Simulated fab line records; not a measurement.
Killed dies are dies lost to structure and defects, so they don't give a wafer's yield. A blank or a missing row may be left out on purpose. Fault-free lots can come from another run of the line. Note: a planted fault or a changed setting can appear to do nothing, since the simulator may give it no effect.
fab line records	flow n5_finfet	part 1 of 2: steps 1 to 37 of 43
record lots=6	wafers=16	last_day=17
route steps=1938 shown BEOL_M11@1566 BEOL_M12@1602 BEOL_M15@1830
lots with no fault: from the same line, run without faults
start_h: hours from the record's first day to the start of the lot's first wafer shown	wait_h: hours elapsed since this lot's preceding step	" the same as in the row above	L1.1+2: one row covering several wafers at once	- no value present, or no start provided	* or withheld: withheld	< > ~ a bound
route shown NAME@n: a module of which the file shows steps, and the number in the route of the first	usual: the fault-free wafers' mean and standard deviation	same: alike in all rows	chamber/n: place in a boat	sites: the reading at each site	_std_site: the standard deviation of these	_edge_site: inner sites' mean taken away from outer sites' mean	radius_mm: how far each site lies from the wafer's centre	mask NAME#n: copy n	behind: the last tool/chamber to shape the wafer	hold: the reason the lot was held/the length of the hold in hours/how it ended	device: transistor that didn't switch, given as n, p or np	end of line: the route-end tests of the same wafers	a step with no rows: only its recipe	killed: dies that structure and defects cost at the first sort, which is not the same as the wafer's yield	map: dies across one wafer; x = killed, . = not, _ = none there
set.NAME: the setting the step ran with; set.NAME@STEP: the setting that earlier step ran with	model.NAME: the simulator's own value behind a step, which no gauge read
lots at selected steps of the route; one table per step, one row per wafer
services: when a tool's chamber went out of use (start_h, in hours from the record's first day, below 0 if earlier), for how many hours, and the reason
## steps
# step N5_BEOL_M11_PEB_26
# recipe peb_temp_c=withheld	peb_time_s=60	resist=CAR-ArF
# step N5_BEOL_M11_DEVELOP_27
# recipe develop_time_s=30	developer=TMAH	resist=CAR-ArF	rinse_liquid=diw	dry=air_spin	dev_temp_c=23
# step N5_BEOL_M11_CD_MEAS_28
# recipe target_cd_nm=70	landing_energy_ev=500	detector=se_inlens	polarity=opening
# usual cd_nm=70.2/1.2
# same landing_energy_ev=500
lot.wafer	tool	chamber	start_h	wait_h	cd_nm
L103.1	cd_sem-02	0	258.02	-	67.7
L103.5	"	0	"	"	69.1
L103.6	"	0	"	"	68.5
L107.2	cd_sem-02	0	291.22	-	72.1
L107.5	"	0	"	"	71.7
L110.3	cd_sem-03	0	303.89	-	69.6
L110.5	"	0	"	"	70.2
L121.1	cd_sem-02	0	361.92	-	70.5
L121.3	"	0	"	"	71.7
L121.5	"	0	"	"	72.2
L119.2	cd_sem-01	0	365.34	-	68.6
L119.3	"	0	"	"	70.8
L119.5	"	0	"	"	68.2
L118.1	cd_sem-03	0	365.51	-	70.5
L118.3	"	0	"	"	69.0
L118.4	"	0	"	"	68.9
# step N5_BEOL_M11_OVL_MEAS_29
# recipe points_per_wafer=44
# usual V10_OVL=-0.5/0.77
lot.wafer	tool	chamber	start_h	wait_h	V10_OVL[nm]
L103.1	overlay-01	0	258.05	0.0	-0.2
L103.5	"	0	"	"	0.5
L103.6	"	0	"	"	1.2
L107.2	overlay-01	0	291.25	0.0	-1.4
L107.5	"	0	"	"	-1.4
L110.3	overlay-01	0	303.91	0.0	-0.5
L110.5	"	0	"	"	-0.4
L121.1	overlay-01	0	361.95	0.0	-0.2
L121.3	"	0	"	"	0.3
L121.5	"	0	"	"	-0.6
L119.2	overlay-01	0	365.37	0.0	-0.7
L119.3	"	0	"	"	0.0
L119.5	"	0	"	"	0.6
L118.1	overlay-02	0	365.54	0.0	0.3
L118.3	"	0	"	"	0.7
L118.4	"	0	"	"	-1.0
# step N5_BEOL_M11_INSPECT_30
# recipe mode=adi	inspect_instrument=brightfield
# usual raw_defect_count=427/97
lot.wafer	tool	chamber	start_h	wait_h	raw_defect_count
L103.1	defect_inspect-02	-	258.07	0.0	513
L103.5	"	-	"	"	433
L103.6	"	-	"	"	475
L107.2	defect_inspect-01	-	291.28	0.0	473
L107.5	"	-	"	"	557
L110.3	defect_inspect-02	-	303.94	0.0	355
L110.5	"	-	"	"	336
L121.1	defect_inspect-01	-	361.98	0.0	388
L121.3	"	-	"	"	412
L121.5	"	-	"	"	338
L119.2	defect_inspect-02	-	365.39	0.0	360
L119.3	"	-	"	"	372
L119.5	"	-	"	"	389
L118.1	defect_inspect-01	-	365.56	0.0	460
L118.3	"	-	"	"	474
L118.4	"	-	"	"	398
# step N5_BEOL_M11_DESCUM_33
# recipe chemistry=O2	time_s=7.9	source_power_w=50	bias_power_w=20	pressure_mtorr=20	rf_frequency_hz=2.712e+07	temp_c=40	resist=CAR-ArF	o2_flow_sccm=225
# step N5_BEOL_M11_ETCH_65
# recipe chemistry=CF4	target=SiARC	target_depth_a=390	mask_material=CAR-ArF	time_s=65	ion_energy_ev=80	pressure_mtorr=40	source_w=545	bias_w=36	Ar_flow_sccm=100	cf4_flow_sccm=100	ends=cleared
# usual drypump_motor_current_A=5.6/0.37	etch_rf_on_time_s=64.2/1.2	oes_product_au=0.69/0.084	rf_vpp_V=184.1/1.2	showerhead_plenum_p_Torr=2.15/0.076	throttle_valve_pct=15.59/0.2
lot.wafer	tool	chamber	start_h	wait_h	drypump_motor_current_A	etch_rf_on_time_s	oes_product_au	rf_hours_counter_h	rf_vpp_V	showerhead_plenum_p_Torr	throttle_valve_pct
L103.1	rie_diel-06	0	258.14	0.0	5.2	65.5	0.60	202	182.5	2.04	15.82
L103.5	"	3	"	"	5.2	64.4	0.83	-	186.0	2.28	15.65
L103.6	"	2	"	"	5.9	65.2	0.58	-	184.2	2.12	15.82
L107.2	rie_diel-06	2	291.34	0.0	5.9	66.7	0.57	250	183.5	2.11	15.84
L107.5	"	0	"	"	5.1	66.8	0.59	-	181.4	2.03	15.83
L110.3	rie_diel-06	1	304.01	0.0	6.0	63.0	0.72	94	184.6	2.08	15.31
L110.5	"	0	"	"	5.1	66.2	0.59	-	184.8	2.03	15.84
L121.1	rie_diel-05	3	362.06	0.0	5.7	62.7	0.80	20	184.5	2.18	15.37
L121.3	"	1	"	"	5.8	64.3	0.62	210	186.8	2.20	15.49
L121.5	"	1	"	"	5.8	63.8	0.62	-	185.4	2.20	15.50
L119.2	rie_diel-05	2	365.46	0.0	5.6	63.9	0.62	188	183.1	2.06	15.68
L119.3	"	3	"	"	5.7	64.1	0.79	20	184.0	2.18	15.38
L119.5	"	1	"	"	5.7	64.3	0.63	-	184.9	2.20	15.50
L118.1	rie_diel-02	1	365.63	0.0	5.4	65.8	0.59	240	185.9	2.19	16.01
L118.3	"	2	"	"	6.1	65.2	0.75	50	185.3	2.18	15.49
L118.4	"	3	"	"	5.6	65.2	0.66	120	183.9	2.15	15.60
# step N5_BEOL_M11_ETCH_66
# recipe chemistry=N2/H2	target=SOC	target_depth_a=1200	overetch_a=240	mask_material=SiARC	temp_c=40	time_s=180	ion_energy_ev=200	pressure_mtorr=30	source_w=840	bias_w=150	n2_flow_sccm=200	h2_flow_sccm=200
# usual drypump_motor_current_A=5.7/0.37	oes_product_au=0.65/0.075	rf_vpp_V=523.9/2.8	showerhead_plenum_p_Torr=2.54/0.1	throttle_valve_pct=17.72/0.24
lot.wafer	tool	chamber	start_h	wait_h	drypump_motor_current_A	oes_product_au	rf_hours_counter_h	rf_vpp_V	showerhead_plenum_p_Torr	throttle_valve_pct
L103.1	rie_diel-06	0	258.19	0.0	5.1	0.57	202	519.7	2.41	17.97
L103.5	"	3	"	"	5.2	0.77	-	528.9	2.71	17.84
L103.6	"	2	"	"	5.9	0.55	-	522.1	2.50	17.93
L107.2	rie_diel-06	2	291.39	0.0	5.9	0.55	250	522.6	2.50	17.93
L107.5	"	0	"	"	5.2	0.57	-	520.7	2.41	17.99
L110.3	rie_diel-06	1	304.06	0.0	6.0	0.66	94	521.7	2.44	17.26
L110.5	"	0	"	"	5.2	0.57	-	520.5	2.41	18.00
L121.1	rie_diel-05	3	362.11	0.0	5.7	0.74	20	525.8	2.57	17.45
L121.3	"	1	"	"	5.8	0.58	210	526.3	2.63	17.80
L121.5	"	1	"	"	5.8	0.58	-	527.6	2.63	17.79
L119.2	rie_diel-05	2	365.51	0.0	5.6	0.59	188	519.9	2.41	17.68
L119.3	"	3	"	"	5.7	0.75	20	525.7	2.57	17.44
L119.5	"	1	"	"	5.8	0.58	-	526.4	2.63	17.79
L118.1	rie_diel-02	1	365.68	0.0	5.4	0.57	240	525.1	2.61	18.30
L118.3	"	2	"	"	6.2	0.72	50	525.9	2.58	17.63
L118.4	"	3	"	"	5.6	0.63	120	523.7	2.54	17.74
# step N5_BEOL_M11_STRIP_69
# recipe chemistry=N2/H2	temp_c=40	n2_flow_sccm=200	h2_flow_sccm=200	rf_frequency_hz=6e+07
# step N5_BEOL_M11_VIA_ETCH_34
# recipe chemistry=C4F6/O2	target=SiCOH_lowk	target_depth_a=1845	mask_material=SOC	taper_deg=4	time_s=69.2	ion_energy_ev=250	pressure_mtorr=30	source_w=345	bias_w=185	Ar_flow_sccm=300	C4F6_flow_sccm=10	O2_flow_sccm=10
# step N5_BEOL_M11_STRIP_73
# recipe chemistry=C4F6/O2	resist=SiARC	rf_frequency_hz=6e+07
# step N5_BEOL_M11_STRIP_36
# recipe chemistry=N2/H2	power_w=450	temp_c=40	pressure_mtorr=20	rf_frequency_hz=6e+07	overash_fraction=0.3	bias_power_w=7	h2_frac=0.5	n2_flow_sccm=200	h2_flow_sccm=200
# usual drypump_motor_current_A=5.7/0.37	oes_product_au=0.80/0.1	rf_vpp_V=59.3/1.9	showerhead_plenum_p_Torr=2.53/0.1	throttle_valve_pct=23.5/0.31
lot.wafer	tool	chamber	start_h	wait_h	drypump_motor_current_A	oes_product_au	rf_hours_counter_h	rf_vpp_V	showerhead_plenum_p_Torr	throttle_valve_pct
L103.1	rie_diel-06	0	258.38	0.0	5.1	0.69	202	61.5	2.41	23.7
L103.5	"	3	"	"	5.3	0.97	-	58.7	2.71	23.7
L103.6	"	2	"	"	5.9	0.68	-	60.0	2.50	23.6
L107.2	rie_diel-06	2	291.58	0.0	5.9	0.67	250	59.4	2.49	23.6
L107.5	"	0	"	"	5.2	0.66	-	58.5	2.40	23.8
L110.3	rie_diel-06	1	304.24	0.0	6.0	0.82	94	59.1	2.44	22.9
L110.5	"	0	"	"	5.2	0.67	-	58.9	2.40	23.8
L121.1	rie_diel-05	3	362.29	0.0	5.7	0.94	20	59.1	2.57	23.2
L121.3	"	1	"	"	5.8	0.72	211	59.8	2.63	23.6
L121.5	"	1	"	"	5.8	0.74	-	55.2	2.63	23.6
L119.2	rie_diel-05	2	365.70	0.0	5.6	0.74	189	55.8	2.40	23.4
L119.3	"	3	"	"	5.7	0.92	20	60.1	2.57	23.2
L119.5	"	1	"	"	5.8	0.71	-	60.1	2.63	23.6
L118.1	rie_diel-02	1	365.87	0.0	5.4	0.69	240	61.8	2.61	24.2
L118.3	"	2	"	"	6.2	0.88	50	59.3	2.57	23.4
L118.4	"	3	"	"	5.6	0.78	120	55.2	2.54	23.5
# step N5_BEOL_M11_TRENCH_ETCH_37
# recipe chemistry=C4F6/O2	target_depth_a=1488.3	target=SiCOH_lowk	time_s=48	ion_energy_ev=250	pressure_mtorr=30	source_w=345	bias_w=185	Ar_flow_sccm=300	C4F6_flow_sccm=10	O2_flow_sccm=10
# usual drypump_motor_current_A=5.6/0.37	oes_product_au=0.80/0.1	rf_vpp_V=660/13	showerhead_plenum_p_Torr=2.85/0.11	throttle_valve_pct=20.89/0.19
lot.wafer	tool	chamber	start_h	wait_h	drypump_motor_current_A	oes_product_au	rf_hours_counter_h	rf_vpp_V	showerhead_plenum_p_Torr	throttle_valve_pct	model.BEOL_M11.feature_depth_nm	model.etch.depth_nm	model.TiN_of_BEOL_M11_HM_DEP_02.thk_nm
L103.1	rie_diel-06	0	258.42	-	5.2	0.68	202	647	2.68	20.91	144.8	144.9	16
L103.5	"	3	"	"	5.2	0.97	-	686	3.03	21.06	150.6	150.5	15.8
L103.6	"	2	"	"	5.9	0.68	-	653	2.83	21.18	145.6	145.5	15.6
L107.2	rie_diel-06	2	291.62	-	5.9	0.54	250	651	2.83	21.16	101.6	101.6	16.8
L107.5	"	0	"	"	5.2	0.68	-	647	2.68	20.94	142.4	142.3	15.6
L110.3	rie_diel-06	1	304.28	-	6.0	0.67	94	662	2.75	20.44	105.6	105.7	17
L110.5	"	0	"	"	5.1	0.68	-	648	2.67	20.93	141.8	141.9	16.4
L121.1	rie_diel-05	3	362.33	-	5.7	0.93	20	651	2.91	20.79	149.2	149.3	15.8
L121.3	"	1	"	"	5.8	0.72	211	658	2.94	20.84	145.8	145.7	15.6
L121.5	"	1	"	"	5.8	0.72	-	660	2.94	20.84	146.6	146.6	15.8
L119.2	rie_diel-05	2	365.74	-	5.6	0.73	189	659	2.72	20.90	148.6	148.6	15.8
L119.3	"	3	"	"	5.7	0.92	20	650	2.91	20.79	149.2	149.1	15.6
L119.5	"	1	"	"	5.8	0.72	-	657	2.94	20.84	147.2	147.3	15.8
L118.1	rie_diel-02	1	365.91	-	5.4	0.70	240	644	2.89	21.13	147.2	147.2	15.6
L118.3	"	2	"	"	6.2	0.88	50	669	2.91	20.92	150.2	150.3	15.8
L118.4	"	3	"	"	5.6	0.79	120	639	2.87	21.00	149.6	149.6	15.4
# step N5_BEOL_M11_ETCH_41
# recipe chemistry=CH3F/O2	target=SiCN	target_depth_a=426	taper_deg=2	time_s=86	ion_energy_ev=120	mask_material=TiN	pressure_mtorr=30	source_w=395	bias_w=75	Ar_flow_sccm=150	CH3F_flow_sccm=30	O2_flow_sccm=20
# step N5_BEOL_M11_STRIP_77
# recipe chemistry=N2/H2	time_s=10	power_w=450	temp_c=40	pressure_mtorr=20	rf_frequency_hz=6e+07	bias_power_w=7	n2_flow_sccm=200	h2_flow_sccm=200
# step N5_BEOL_M11_OCD_MEAS_38
# usual trench_depth_nm=148.8/2.8
lot.wafer	tool	chamber	start_h	wait_h	trench_depth_nm
L103.1	ocd-01	-	258.60	-	144.9
L103.5	"	-	"	"	150.0
L103.6	"	-	"	"	145.3
L107.2	ocd-02	-	291.80	-	101.9
L107.5	"	-	"	"	142.0
L110.3	ocd-02	-	304.47	-	105.2
L110.5	"	-	"	"	142.2
L121.1	ocd-01	-	362.52	-	149.4
L121.3	"	-	"	"	145.8
L121.5	"	-	"	"	146.2
L119.2	ocd-02	-	365.92	-	149.0
L119.3	"	-	"	"	149.3
L119.5	"	-	"	"	147.1
L118.1	ocd-02	-	366.09	-	147.2
L118.3	"	-	"	"	150.0
L118.4	"	-	"	"	149.7
# step N5_BEOL_M11_HM_STRIP_39
# recipe chemistry=peroxide_tin_strip	material=TiN	target_depth_a=250	temp_c=50	time_s=158
# step N5_BEOL_M11_SRD_40
# recipe time_s=30	temp_c=23	rinse_liquid=diw	dry=ipa_marangoni
# step N5_BEOL_M11_PRECLEAN_42
# recipe chemistry=residue_remover	time_s=60	temp_c=40
# step N5_BEOL_M11_SRD_43
# recipe time_s=30	temp_c=23	rinse_liquid=diw	dry=ipa_marangoni
# step N5_BEOL_M11_CD_MEAS_35
# recipe target_cd_nm=70	polarity=opening
# usual cd_nm=70.1/0.67
lot.wafer	tool	chamber	start_h	wait_h	cd_nm
L103.1	cd_sem-03	-	258.75	0.0	69.5
L103.5	"	-	"	"	69.5
L103.6	"	-	"	"	70.4
L107.2	cd_sem-01	-	291.97	0.0	70.1
L107.5	"	-	"	"	70.8
L110.3	cd_sem-01	-	304.62	0.0	68.9
L110.5	"	-	"	"	70.5
L121.1	cd_sem-01	-	362.67	0.0	69.4
L121.3	"	-	"	"	69.0
L121.5	"	-	"	"	69.9
L119.2	cd_sem-01	-	366.07	0.0	69.5
L119.3	"	-	"	"	69.9
L119.5	"	-	"	"	70.0
L118.1	cd_sem-01	-	366.24	0.0	70.4
L118.3	"	-	"	"	69.8
L118.4	"	-	"	"	69.8
# step N5_BEOL_M11_CURE_72
# recipe temp_c=370	time_s=120	ambient=DMADMS/He	material=SiCOH_lowk
# step N5_BEOL_M11_DEGAS_44
# recipe ambient=vacuum	temp_c=250	time_s=60
# usual heater_power_w=344/29
lot.wafer	tool	chamber	start_h	wait_h	heater_power_w
L103.1	pvd_sputter-03	-	260.02	1.2	386
L103.5	"	-	"	"	387
L103.6	"	-	"	"	349
L107.2	pvd_sputter-03	-	292.46	0.3	297
L107.5	"	-	"	"	367
L110.3	pvd_sputter-02	-	305.13	0.3	344
L110.5	"	-	"	"	347
L121.1	pvd_sputter-02	-	363.04	0.3	336
L121.3	"	-	"	"	335
L121.5	"	-	"	"	347
L119.2	pvd_sputter-03	-	366.57	0.4	349
L119.3	"	-	"	"	293
L119.5	"	-	"	"	363
L118.1	pvd_sputter-03	-	366.65	0.3	305
L118.3	"	-	"	"	371
L118.4	"	-	"	"	383
# step N5_BEOL_M11_PRE_CLEAN_45
# recipe gas=H2/He	time_s=30	temp_c=250
# step N5_BEOL_M11_ALD_74
# recipe material=TaN	target_thk_a=20	temp_c=275	ald_precursor_family=PDMAT	ald_co_reactant=NH3	pressure_torr=3	carrier_flow_sccm=1500	pulse_time_s=2	purge_time_s=3	co_reactant_purge_time_s=2	co_reactant_pulse_time_s=3	ald_cycles=40	precursor_vessel_temp_c=75	precursor_vessel_pressure_torr=26.25	precursor_vessel_carrier_sccm=1000
# step N5_BEOL_M11_SURFACE_TREAT_76
# recipe gas=Ar	time_s=*	ion_energy_ev=*	ion_current_ma_cm2=0.5	pressure_mtorr=*	ar_flow_sccm=30
# step N5_BEOL_M11_CVD_75
# recipe material=Co	target_thk_a=20	temp_c=withheld	precursor=CCTBA/H2	pressure_torr=30	time_s=138.9
# step N5_BEOL_M11_SPUTTER_48
# recipe material=Cu	target_thk_a=120	temp_c=-20	bias_v=60	power_w=26000	chamber_pressure_pa=0.13	time_s=2
# usual throttle_valve_pct=29.8/1
lot.wafer	tool	chamber	start_h	wait_h	throttle_valve_pct
L103.1	pvd_sputter-03	-	260.80	0.1	29.0
L103.5	"	-	"	"	28.9
L103.6	"	-	"	"	30.0
L107.2	pvd_sputter-03	-	293.78	0.3	30.7
L107.5	"	-	"	"	29.1
L110.3	pvd_sputter-01	-	305.80	0.2	29.0
L110.5	"	-	"	"	29.1
L121.1	pvd_sputter-03	-	363.83	0.1	30.3
L121.3	"	-	"	"	29.1
L121.5	"	-	"	"	29.3
L119.2	pvd_sputter-03	-	367.31	0.1	30.7
L119.3	"	-	"	"	28.5
L119.5	"	-	"	"	29.2
L118.1	pvd_sputter-02	-	368.03	0.6	29.9
L118.3	"	-	"	"	32.6
L118.4	"	-	"	"	29.6
# step N5_BEOL_M11_ECD_50
# recipe material=Cu	target_thk_a=3180
# step N5_BEOL_M11_ANNEAL_51
# recipe temp_c=225	time_s=90	ambient=N2
# step N5_BEOL_M11_CMP_52
# recipe stop_on=SiCOH_lowk	t_overpolish_s=7	down_force_psi=1	platen_rpm=50	clearing_platen_down_force_psi=1.5	clearing_platen_rpm=50	post_cmp_clean=cu_alkaline	target_thk_nm=140	clearing_platen_pad_velocity_m_s=0.99484	pad_velocity_m_s=0.99484
# usual edge_zone_pressure_frac=1.000/0.005	motor_current_A=6.3/0.68
lot.wafer	tool	chamber	start_h	wait_h	edge_zone_pressure_frac	motor_current_A	model.Cu_of_BEOL_M11_ECD_50.thk_nm
L103.1	cmp-03	3	261.37	0.3	1.001	6.0	137.2
L103.6	"	3	"	"	1.006	5.9	137.6
L103.5	"	0	"	"	0.994	5.9	140.2
L107.2	cmp-04	0	294.34	0.2	0.999	6.4	93.4
L107.5	"	3	"	"	1.000	7.3	131.6
L110.3	cmp-02	0	306.36	0.2	1.001	6.2	97.2
L110.5	"	0	"	"	1.005	6.3	133.2
L121.1	cmp-03	3	364.61	0.3	0.999	6.6	142.6
L121.3	"	0	"	"	1.005	6.0	137.6
L121.5	"	2	"	"	0.990	7.1	139.6
L119.3	cmp-02	3	368.11	0.2	1.008	4.5	140
L119.2	"	0	"	"	0.997	6.1	139.4
L119.5	"	2	"	"	1.002	5.8	139.2
L118.4	cmp-04	3	368.61	0.2	1.004	7.6	139.4
L118.1	"	0	"	"	1.009	6.4	138.6
L118.3	"	1	"	"	0.998	6.3	140.6
# step N5_BEOL_M11_THK_MEAS_53
# recipe thk_meas_gauge=xrf	reads=Cu_of_BEOL_M11_ECD_50
# usual M11_THK=140/3.3
lot.wafer	tool	chamber	start_h	wait_h	M11_THK[nm]
L103.1	film_metro-02	-	261.67	-	138
L103.5	"	-	"	"	140
L103.6	"	-	"	"	138
L107.2	film_metro-01	-	294.60	-	93
L107.5	"	-	"	"	131
L110.3	film_metro-01	-	306.66	-	97
L110.5	"	-	"	"	134
L121.1	film_metro-01	-	364.83	-	143
L121.3	"	-	"	"	138
L121.5	"	-	"	"	141
L119.2	film_metro-01	-	368.33	-	139
L119.3	"	-	"	"	139
L119.5	"	-	"	"	139
L118.1	film_metro-01	-	368.87	-	139
L118.3	"	-	"	"	141
L118.4	"	-	"	"	141
# step N5_BEOL_M11_PRE_CLEAN_55
# recipe gas=NH3	time_s=15	temp_c=withheld	rf_power_w=300
# step N5_BEOL_M11_DEP_56
# recipe material=SiCN	target_thk_a=300	temp_c=withheld	precursor=3MS/NH3	pressure_torr=3	rf_w=675	time_s=10.5
# step N5_BEOL_M11_RS_MEAS_57
# recipe thk_meas_gauge=four-point-probe	reads=Cu_of_BEOL_M11_ECD_50+Co_of_BEOL_M11_CVD_75+TaN_of_BEOL_M11_ALD_74
# usual M11_RS=0.151/0.0037
lot.wafer	tool	chamber	start_h	wait_h	M11_RS[ohm/sq]
L103.1	film_metro-01	-	261.79	0.0	0.154
L103.5	"	-	"	"	0.151
L103.6	"	-	"	"	0.154
L107.2	film_metro-02	-	294.75	0.1	0.237
L107.5	"	-	"	"	0.161
L110.3	film_metro-01	-	306.78	0.0	0.228
L110.5	"	-	"	"	0.160
L121.1	film_metro-01	-	364.95	0.0	0.148
L121.3	"	-	"	"	0.154
L121.5	"	-	"	"	0.151
L119.2	film_metro-01	-	368.45	0.0	0.151
L119.3	"	-	"	"	0.151
L119.5	"	-	"	"	0.152
L118.1	film_metro-01	-	368.99	0.0	0.153
L118.3	"	-	"	"	0.150
L118.4	"	-	"	"	0.152
# step N5_BEOL_M11_INSPECT_58
# recipe inspect_instrument=darkfield	mode=post_dep
# usual raw_defect_count=72/22
lot.wafer	tool	chamber	start_h	wait_h	raw_defect_count
L103.1	defect_inspect-01	-	261.82	0.0	90
L103.5	"	-	"	"	79
L103.6	"	-	"	"	99
L107.2	defect_inspect-01	-	294.77	0.0	75
L107.5	"	-	"	"	88
L110.3	defect_inspect-02	-	306.81	0.0	75
L110.5	"	-	"	"	122
L121.1	defect_inspect-02	-	364.98	0.0	70
L121.3	"	-	"	"	58
L121.5	"	-	"	"	69
L119.2	defect_inspect-02	-	368.48	0.0	89
L119.3	"	-	"	"	96
L119.5	"	-	"	"	98
L118.1	defect_inspect-02	-	369.02	0.0	66
L118.3	"	-	"	"	51
L118.4	"	-	"	"	73
# step N5_BEOL_M12_ILD_DEP_00
# recipe material=SiOC	target_thk_a=6589.2	temp_c=350	precursor=DEMS/O2	pressure_torr=5	rf_w=500	time_s=130.7
## key
first_sign step=N5_BEOL_M11_OCD_MEAS_38	reading=trench_depth_nm	direction=down	sigmas=16	usual=148.8	struck=103.6
effect step=N5_BEOL_M11_THK_MEAS_53	reading=M11_THK	direction=down	sigmas=13	usual=140	struck=95
effect step=N5_BEOL_M11_RS_MEAS_57	reading=M11_RS	direction=up	sigmas=22	usual=0.151	struck=0.233
effect step=N5_BEOL_M15_RC_MEAS_101	reading=SERP_M11	direction=up	sigmas=18	usual=3.06	struck=4.71
model_effect step=N5_BEOL_M11_TRENCH_ETCH_37	value=BEOL_M11.feature_depth_nm	without=146.9	struck=103.6
model_effect step=N5_BEOL_M11_CMP_52	value=Cu_of_BEOL_M11_ECD_50.thk_nm	without=138.7	struck=95.3
met_at N5_BEOL_M11_TRENCH_ETCH_37
struck_wafers L107.2,L110.3
sort_left_out L107.2,L110.3
onset_between 258.42 291.62
fault kind=process_parameter_drift	tool=rie_diel-06	chamber=-	onset_h=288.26	steps=N5_BEOL_M11_TRENCH_ETCH_37	channel=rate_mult	offset=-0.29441	shape=step	end_h=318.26	scope=struck_wafers_only
# sort_left_out: the simulated sort isn't trusted on such a fault, so these wafers' sort isn't shown, and their yield isn't known
